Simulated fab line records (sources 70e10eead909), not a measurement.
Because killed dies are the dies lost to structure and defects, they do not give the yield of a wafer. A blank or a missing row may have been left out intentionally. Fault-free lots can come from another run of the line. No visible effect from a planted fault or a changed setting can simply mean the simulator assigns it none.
Which tool was responsible? | flow nand-harc | Sampling: 24 lots, 72 wafers, 4 of 1302 route steps

== WHAT THE GAUGES SHOWED, per wafer ==
NHARC_P_M0_CD_MEAS_16. Usual: cd-nm reads 90.2 nm (standard deviation 0.75).
lot  | measured     | on        | cd-nm (nm)     | flag
L074 | day 6 11:47  | cd-sem-01 | 89.1 90.2 89.7 |
L076 | day 6 17:18  | cd-sem-03 | 89.7 90.5 89.2 |
L075 | day 6 18:10  | cd-sem-01 | 91.0 91.2 91.3 |
L078 | day 7 18:35  | cd-sem-02 | 89.8 90.5 89.4 |
L077 | day 7 20:24  | cd-sem-03 | 90.3 89.9 91.3 |
L079 | day 8 12:02  | cd-sem-03 | 89.8 90.7 90.9 |
L080 | day 8 12:51  | cd-sem-02 | 90.9 90.7 91.3 |
L081 | day 9 01:47  | cd-sem-02 | 90.2 89.6 90.2 |
L082 | day 9 07:41  | cd-sem-03 | 90.5 91.1 90.6 |
L083 | day 9 16:26  | cd-sem-02 | 89.5 90.5 90.2 |
L084 | day 10 11:55 | cd-sem-02 | 90.4 90.5 90.6 |
L085 | day 10 15:41 | cd-sem-02 | 89.5 90.9 90.6 |
L086 | day 10 19:44 | cd-sem-01 | 90.5 90.3 90.3 |
L087 | day 11 15:46 | cd-sem-02 | 91.6 89.8 90.9 |
L088 | day 12 08:44 | cd-sem-03 | 88.0 88.5 89.4 |
L089 | day 12 10:44 | cd-sem-01 | 89.7 90.3 89.6 |
L090 | day 12 20:26 | cd-sem-02 | 89.8 91.3 89.8 |
L091 | day 13 02:24 | cd-sem-01 | 91.4 90.1 90.8 |
L092 | day 13 11:40 | cd-sem-02 | 90.7 90.4 90.2 |
L093 | day 14 02:25 | cd-sem-02 | 89.6 89.1 90.6 |
L094 | day 14 09:16 | cd-sem-01 | 89.9 90.4 89.4 |
L095 | day 14 15:43 | cd-sem-03 | 91.6 90.0 90.3 |
L096 | day 15 03:03 | cd-sem-03 | 90.0 90.0 89.6 |
L097 | day 15 19:41 | cd-sem-02 | 90.4 89.3 89.6 |

NHARC_P_M1_INSPECT_11. Usual: raw-defect-count reads 4.2 (standard deviation 2.4).
lot  | measured     | on                | raw-defect-count | flag
L074 | day 6 15:30  | defect-inspect-02 | 4 3 2            |
L076 | day 6 21:00  | defect-inspect-02 | 5 3 7            |
L075 | day 6 21:44  | defect-inspect-01 | 3 3 4            |
L078 | day 7 22:20  | defect-inspect-02 | 2 4 3            |
L077 | day 8 00:15  | defect-inspect-01 | 5 4 1            |
L079 | day 8 15:51  | defect-inspect-01 | 3 7 5            |
L080 | day 8 16:33  | defect-inspect-01 | 3 4 3            |
L081 | day 9 05:29  | defect-inspect-01 | 4 0 2            |
L082 | day 9 11:22  | defect-inspect-02 | 3 4 0            |
L083 | day 9 20:09  | defect-inspect-01 | 6 6 2            |
L084 | day 10 15:29 | defect-inspect-01 | 1 5 3            |
L085 | day 10 19:22 | defect-inspect-01 | 9 6 12           |
L086 | day 10 23:26 | defect-inspect-01 | 2 1 6            |
L087 | day 11 19:35 | defect-inspect-02 | 5 3 4            |
L088 | day 12 12:28 | defect-inspect-01 | 4 10 6           |
L089 | day 12 14:21 | defect-inspect-01 | 6 6 5            |
L090 | day 13 00:07 | defect-inspect-01 | 3 8 10           |
L091 | day 13 06:07 | defect-inspect-01 | 0 2 6            |
L092 | day 13 15:16 | defect-inspect-01 | 1 0 5            |
L093 | day 14 06:01 | defect-inspect-02 | 3 3 4            |
L094 | day 14 13:11 | defect-inspect-02 | 4 0 2            |
L095 | day 14 19:35 | defect-inspect-01 | 6 3 4            |
L096 | day 15 06:45 | defect-inspect-02 | 6 10 7           |
L097 | day 15 23:25 | defect-inspect-02 | 4 6 2            |

== TOOL THAT RAN EACH LOT (tool first, then ch and the chambers of the sampled wafers, then the start) ==
lot  | NHARC_P_GATE_ETCH_32             | NHARC_P_M0_PVD_21
L074 | rie-si-01 ch 0,1,2, day 5 11:46  | pvd-sputter-01, day 6 15:30 or earlier
L076 | rie-si-02 ch 0,1,3, day 5 17:32  | pvd-sputter-01, day 6 21:00 or earlier
L075 | rie-si-06 ch 2,3, day 5 17:39    | pvd-sputter-02, day 6 21:44 or earlier
L078 | rie-si-02 ch 0,2,3, day 6 18:06  | pvd-sputter-02, day 7 22:20 or earlier
L077 | rie-si-01 ch 0,1,2, day 6 18:17  | pvd-sputter-02, day 8 00:15 or earlier
L079 | rie-si-02 ch 0,2,3, day 7 12:03  | pvd-sputter-01, day 8 15:51 or earlier
L080 | rie-si-01 ch 0,1,2, day 7 12:29  | pvd-sputter-03, day 8 16:33 or earlier
L081 | rie-si-01 ch 0,2,3, day 8 01:17  | pvd-sputter-03, day 9 05:29 or earlier
L082 | rie-si-06 ch 0,1,2, day 8 07:52  | pvd-sputter-01, day 9 11:22 or earlier
L083 | rie-si-02 ch 0,3, day 8 15:09    | pvd-sputter-03, day 9 20:09 or earlier
L084 | rie-si-01 ch 1,2,3, day 9 11:37  | pvd-sputter-03, day 10 15:29 or earlier
L085 | rie-si-06 ch 0,1,3, day 9 15:55  | pvd-sputter-03, day 10 19:22 or earlier
L086 | rie-si-01 ch 0,1,2, day 9 19:46  | pvd-sputter-01, day 10 23:26 or earlier
L087 | rie-si-02 ch 2,3, day 10 16:10   | pvd-sputter-01, day 11 19:35 or earlier
L088 | rie-si-01 ch 0,1,3, day 11 08:21 | pvd-sputter-01, day 12 12:28 or earlier
L089 | rie-si-06 ch 0,2, day 11 08:57   | pvd-sputter-02, day 12 14:21 or earlier
L090 | rie-si-06 ch 0,2,3, day 11 20:37 | pvd-sputter-03, day 13 00:07 or earlier
L091 | rie-si-06 ch 0,1,2, day 12 02:37 | pvd-sputter-01, day 13 06:07 or earlier
L092 | rie-si-02 ch 0,1, day 12 11:07   | pvd-sputter-02, day 13 15:16 or earlier
L093 | rie-si-02 ch 0,1,3, day 13 02:16 | pvd-sputter-02, day 14 06:01 or earlier
L094 | rie-si-06 ch 1,2,3, day 13 08:50 | pvd-sputter-03, day 14 13:11 or earlier
L095 | rie-si-06 ch 0,1, day 13 16:01   | pvd-sputter-03, day 14 19:35 or earlier
L096 | rie-si-06 ch 1,2,3, day 14 03:22 | pvd-sputter-02, day 15 06:45 or earlier
L097 | rie-si-06 ch 1,2, day 14 18:58   | pvd-sputter-01, day 15 23:25 or earlier
- NHARC_P_GATE_ETCH_32: etches the open film in HBr/Cl2, target depth 150 nm, time 100.1 s.
- NHARC_P_M0_PVD_21: deposits Cu, target thk 30 nm, time 20.49 s.

== AS READ BY THE TOOLS THEMSELVES (means over the sampled wafers that have a number; for cases with no such wafer, the mark the record gives instead) ==
NHARC_P_GATE_ETCH_32. Usual: drypump-motor-current-A 5.7 A, standard deviation 0.47; oes-product-au 0.998 a.u., standard deviation 0.012; throttle-valve-pct 26.406 %, standard deviation 0.0092.
lot  | tool      | drypump-motor-current-A (A) | oes-product-au (a.u.) | throttle-valve-pct (%) | flag
L074 | rie-si-01 | 5.7                         | 1.013                 | 26.400                 |
L076 | rie-si-02 | 5.4                         | 1.001                 | 26.409                 |
L075 | rie-si-06 | 5.6                         | 1.004                 | 26.404                 |
L078 | rie-si-02 | 5.7                         | 0.996                 | 26.393                 |
L077 | rie-si-01 | 5.7                         | 1.002                 | 26.411                 |
L079 | rie-si-02 | 5.7                         | 1.000                 | 26.406                 |
L080 | rie-si-01 | 5.7                         | 1.013                 | 26.407                 |
L081 | rie-si-01 | 6.2                         | 0.999                 | 26.407                 |
L082 | rie-si-06 | 5.7                         | 0.989                 | 26.407                 |
L083 | rie-si-02 | 5.8                         | 0.999                 | 26.408                 |
L084 | rie-si-01 | 6.0                         | 1.007                 | 26.405                 |
L085 | rie-si-06 | 6.0                         | 1.009                 | 26.407                 |
L086 | rie-si-01 | 5.7                         | 1.010                 | 26.406                 |
L087 | rie-si-02 | 5.8                         | 0.993                 | 26.408                 |
L088 | rie-si-01 | 5.9                         | 1.008                 | 26.414                 |
L089 | rie-si-06 | 5.6                         | 0.993                 | 26.407                 |
L090 | rie-si-06 | 5.8                         | 1.004                 | 26.399                 |
L091 | rie-si-06 | 5.7                         | 0.992                 | 26.409                 |
L092 | rie-si-02 | 5.0                         | 0.991                 | 26.399                 |
L093 | rie-si-02 | 5.4                         | 0.991                 | 26.417                 |
L094 | rie-si-06 | 5.7                         | 0.986                 | 26.407                 |
L095 | rie-si-06 | 5.8                         | 0.985                 | 26.396                 |
L096 | rie-si-06 | 5.7                         | 0.985                 | 26.405                 |
L097 | rie-si-06 | 5.6                         | 0.982                 | 26.416                 |

NHARC_P_M0_PVD_21. Usual: cathode-dc-power-W 5000.1 W, standard deviation 0.86; throttle-valve-pct 30.0 %, standard deviation 1.
lot  | tool           | cathode-dc-power-W (W) | throttle-valve-pct (%) | flag
L074 | pvd-sputter-01 | 5000.3                 | 29.2                   |
L076 | pvd-sputter-01 | 4999.4                 | 29.0                   |
L075 | pvd-sputter-02 | 5000.8                 | 28.7                   |
L078 | pvd-sputter-02 | 5000.5                 | 28.5                   |
L077 | pvd-sputter-02 | 5000.6                 | 29.1                   |
L079 | pvd-sputter-01 | 5001.3                 | 29.5                   |
L080 | pvd-sputter-03 | 5000.3                 | 30.8                   |
L081 | pvd-sputter-03 | 5000.3                 | 30.7                   |
L082 | pvd-sputter-01 | 4999.5                 | 29.4                   |
L083 | pvd-sputter-03 | 4999.8                 | 30.5                   |
L084 | pvd-sputter-03 | 4999.8                 | 30.7                   |
L085 | pvd-sputter-03 | 4999.7                 | 31.2                   |
L086 | pvd-sputter-01 | 5000.2                 | 29.7                   |
L087 | pvd-sputter-01 | 5000.7                 | 29.6                   |
L088 | pvd-sputter-01 | 5000.3                 | 29.7                   |
L089 | pvd-sputter-02 | 5000.3                 | 29.4                   |
L090 | pvd-sputter-03 | 4999.8                 | 31.1                   |
L091 | pvd-sputter-01 | 5000.0                 | 29.6                   |
L092 | pvd-sputter-02 | 5000.0                 | 29.5                   |
L093 | pvd-sputter-02 | 4999.8                 | 30.5                   |
L094 | pvd-sputter-03 | 5000.3                 | 30.4                   |
L095 | pvd-sputter-03 | 5000.2                 | 30.8                   |
L096 | pvd-sputter-02 | 5000.2                 | 30.6                   |
L097 | pvd-sputter-01 | 4999.8                 | 29.8                   |

== THE ANSWER, worked out from the rows above alone ==
Rule: take the mean of a lot's wafers that have a number; if it is more than 3 standard deviations from the usual mean, the lot is off. A lot without any number at a reading at which 4 lots or more have one is off too. Any other lot the step has rows for is counted as sound. After the gauges, taken in route order, come the tools' own readings; for these a lot's mean is taken, as printed above. The first step at which some lot is off is used, and at that step the reading that is off furthest; a lot without a number counts as furthest.
No lot is off at any reading shown: from this, nothing can be told.

== WHAT WAS PUT IN BY THE SIMULATOR ==
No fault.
